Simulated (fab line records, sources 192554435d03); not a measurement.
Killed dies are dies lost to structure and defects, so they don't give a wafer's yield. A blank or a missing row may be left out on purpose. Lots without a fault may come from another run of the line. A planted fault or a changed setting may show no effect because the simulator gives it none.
Chamber matching | flow n5_finfet | N5_BEOL_M12_ETCH_67 on rie_diel-01: 4 sister chambers
The step etches SiARC in CF4, target depth 143 nm, time 238.3 s. 20 wafers are shown with their chamber, then 10 later ones without.

WAFERS WITH THEIR CHAMBER
wafer  | chamber | drypump_motor_current_A (A) | showerhead_plenum_p_Torr (Torr) | throttle_valve_pct (%)
L074.2 | 2       | 6.5                         | 2.17                            | 15.26
L074.4 | 1       | 5.1                         | 2.13                            | 15.58
L074.6 | 3       | 5.2                         | 2.09                            | 15.25
L078.1 | 0       | 4.9                         | 2.06                            | 15.75
L078.3 | 1       | 5.1                         | 2.12                            | 15.60
L078.4 | 3       | 5.2                         | 2.09                            | 15.30
L080.2 | 1       | 5.1                         | 2.12                            | 15.62
L080.3 | 3       | 5.2                         | 2.08                            | 15.32
L080.6 | 2       | 6.4                         | 2.17                            | 15.31
L079.1 | 1       | 5.1                         | 2.12                            | 15.63
L079.3 | 0       | 4.9                         | 2.06                            | 15.74
L079.4 | 3       | 5.2                         | 2.08                            | 15.32
L085.2 | 1       | 5.1                         | 2.12                            | 15.62
L085.3 | 3       | 5.2                         | 2.08                            | 15.32
L085.5 | 2       | 6.4                         | 2.16                            | 15.32
L081.3 | 3       | 5.2                         | 2.08                            | 15.31
L081.5 | 3       | 5.2                         | 2.08                            | 15.31
L081.6 | 0       | 4.9                         | 2.06                            | 15.76
L083.4 | 2       | 6.4                         | 2.16                            | 15.32
L083.5 | 1       | 5.1                         | 2.12                            | 15.63

SIGNATURES (means of the wafers above)
reading                  | chamber 0 | chamber 1 | chamber 2 | chamber 3 | scatter within a chamber
drypump_motor_current_A  | 4.900     | 5.100     | 6.425     | 5.200     | 0.0217
showerhead_plenum_p_Torr | 2.0600    | 2.1217    | 2.1650    | 2.0829    | 0.00452
throttle_valve_pct       | 15.7500   | 15.6133   | 15.3025   | 15.3043   | 0.0229
Rule: a wafer's distance from a chamber is the root of the sum, over the readings, of the square of ((its reading less the chamber's mean) divided by the reading's scatter). The wafer belongs to the nearest chamber; if the next one is less than 2 further off, it can't be placed. The scatter: the root of (the sum of the squares of (reading less its chamber's mean) over the shown wafers, divided by (wafers less chambers)).

WAFERS WITHOUT THEIR CHAMBER
wafer  | drypump_motor_current_A (A) | showerhead_plenum_p_Torr (Torr) | throttle_valve_pct (%)
L083.6 | 6.4                         | 2.16                            | 15.31
L087.1 | 4.9                         | 2.06                            | 15.75
L087.3 | 6.4                         | 2.16                            | 15.32
L087.6 | 5.2                         | 2.08                            | 15.31
L088.2 | 5.2                         | 2.08                            | 15.32
L088.4 | 6.3                         | 2.16                            | 15.33
L088.5 | 5.2                         | 2.08                            | 15.32
L086.1 | 4.9                         | 2.06                            | 15.77
L086.3 | 5.2                         | 2.08                            | 15.34
L086.5 | 4.9                         | 2.06                            | 15.76

WHICH CHAMBER EACH WENT THROUGH
wafer  | from the rows above | in truth
L083.6 | 2                   | 2
L087.1 | 0                   | 0
L087.3 | 2                   | 2
L087.6 | 3                   | 3
L088.2 | 3                   | 3
L088.4 | 2                   | 2
L088.5 | 3                   | 3
L086.1 | 0                   | 0
L086.3 | 3                   | 3
L086.5 | 0                   | 0
Placed correctly: 10 of 10. Can't be placed from these rows: 0. Placed wrongly: 0.
